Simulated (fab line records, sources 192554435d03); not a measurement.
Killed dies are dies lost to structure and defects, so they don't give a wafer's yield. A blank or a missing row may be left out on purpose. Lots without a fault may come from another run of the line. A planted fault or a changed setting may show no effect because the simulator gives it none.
Split-lot experiment | flow n5_finfet | 7 lots, 39 wafers read, on a route of 1938 steps

THE SPLIT
At N5_FIN_SAQP_ETCH_52 (etches SOC in N2/H2, target depth 100 nm, overetch 20 nm, time 150 s), the setting source_w was moved away from the recipe's 840 W on 15 of the 39 wafers read, by +7.8% to +17.4%. The other wafers ran this setting at the recipe's value.

The reading is taken at the split's own step.

THE READING
rf_vpp_V, in V, at N5_FIN_SAQP_ETCH_52 (etches SOC in N2/H2, target depth 100 nm, overetch 20 nm, time 150 s). Fault-free wafers of this fab line usually give 525.0 V, standard deviation 2.7 V.

wafer  | tool, chamber at the split | source_w as run, W | against the recipe | rf_vpp_V, V | against lot-mates on the recipe
L076.1 | rie_diel-02, 1             | 840                | recipe             | 528.2       | -
L076.2 | rie_diel-02, 3             | 986                | +17.4%             | 496.8       | -31.0
L076.3 | rie_diel-02, 2             | 986                | +17.4%             | 500.7       | -27.1
L076.4 | rie_diel-02, 0             | 840                | recipe             | 524.8       | -
L076.5 | rie_diel-02, 1             | 986                | +17.4%             | 501.0       | -26.8
L076.6 | rie_diel-02, 2             | 840                | recipe             | 530.3       | -
L078.1 | rie_diel-01, 2             | 905.5              | +7.8%              | 512.6       | -10.1
L078.2 | rie_diel-01, 1             | 840                | recipe             | 520.8       | -
L078.3 | rie_diel-01, 3             | 840                | recipe             | 525.3       | -
L078.4 | rie_diel-01, 0             | 840                | recipe             | 522.0       | -
L078.5 | rie_diel-01, 3             | 905.5              | +7.8%              | 512.2       | -10.5
L078.6 | rie_diel-01, 0             | 905.5              | +7.8%              | 507.2       | -15.5
L086.1 | rie_diel-02, 3             | 840                | recipe             | 524.9       | -
L086.2 | rie_diel-02, 1             | 932.1              | +11.0%             | 509.4       | -14.5
L086.3 | rie_diel-02, 2             | 932.1              | +11.0%             | 511.5       | -12.4
L086.4 | rie_diel-02, 0             | 932.1              | +11.0%             | 507.1       | -16.8
L086.5 | rie_diel-02, 3             | 840                | recipe             | 523.7       | -
L086.6 | rie_diel-02, 0             | 840                | recipe             | 523.1       | -
L089.1 | rie_diel-01, 1             | 840                | recipe             | 528.7       | -
L089.2 | rie_diel-01, 0             | 840                | recipe             | 519.7       | -
L089.3 | rie_diel-01, 3             | 840                | recipe             | 524.3       | -
L089.4 | rie_diel-01, 2             | 840                | recipe             | 525.2       | -
L089.5 | rie_diel-01, 3             | 840                | recipe             | 525.3       | -
L089.6 | rie_diel-01, 0             | 840                | recipe             | 519.9       | -
L092.1 | rie_diel-01, 1             | 840                | recipe             | 527.3       | -
L092.2 | rie_diel-01, 3             | 949.7              | +13.1%             | 503.2       | -21.1
L092.3 | rie_diel-01, 2             | 840                | recipe             | 526.6       | -
L092.4 | rie_diel-01, 0             | 949.7              | +13.1%             | 500.7       | -23.6
L092.5 | rie_diel-01, 0             | 840                | recipe             | 518.9       | -
L092.6 | rie_diel-01, 1             | 949.7              | +13.1%             | 508.0       | -16.3
L095.2 | rie_diel-02, 3             | 840                | recipe             | 523.3       | -
L095.4 | rie_diel-02, 2             | 840                | recipe             | 528.6       | -
L095.5 | rie_diel-02, 0             | 840                | recipe             | 525.3       | -
L097.1 | rie_diel-01, 0             | 840                | recipe             | 520.5       | -
L097.2 | rie_diel-01, 2             | 980.7              | +16.8%             | 497.7       | -27.1
L097.3 | rie_diel-01, 3             | 840                | recipe             | 524.7       | -
L097.4 | rie_diel-01, 1             | 840                | recipe             | 529.3       | -
L097.5 | rie_diel-01, 0             | 980.7              | +16.8%             | 494.2       | -30.6
L097.6 | rie_diel-01, 1             | 980.7              | +16.8%             | 501.7       | -23.1

THE FIT
A straight line over all 39 wafers: rf_vpp_V changes by -1.52 V for each +1% of source_w; r = -0.96; the points scatter about the line by 3.1 V.
The same after taking each lot's own level away (the mean of its wafers on the recipe; 39 wafers): -1.57 V for each +1%; r = -0.97; scatter 2.9 V.
On that fit, the largest move of source_w shifts the reading by 27 V.
The lots' own levels span 522.70 to 527.77 V, that is 1.9 times the standard deviation above.
So the lot-to-lot level changes the slope little: the two slopes agree.
Check: with one of the wafers moved furthest among these (+17.4%) left out of the fit, the line predicts -26.8 V for it against its lot-mates. It came out at -31 V against them.
Tool readings at the split's step, against how far the setting was moved: rf_vpp_V r = -0.96.

THE FILE'S OWN FIT
rf_vpp_V changes by -1.56 V for each +1% of source_w, r = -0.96.
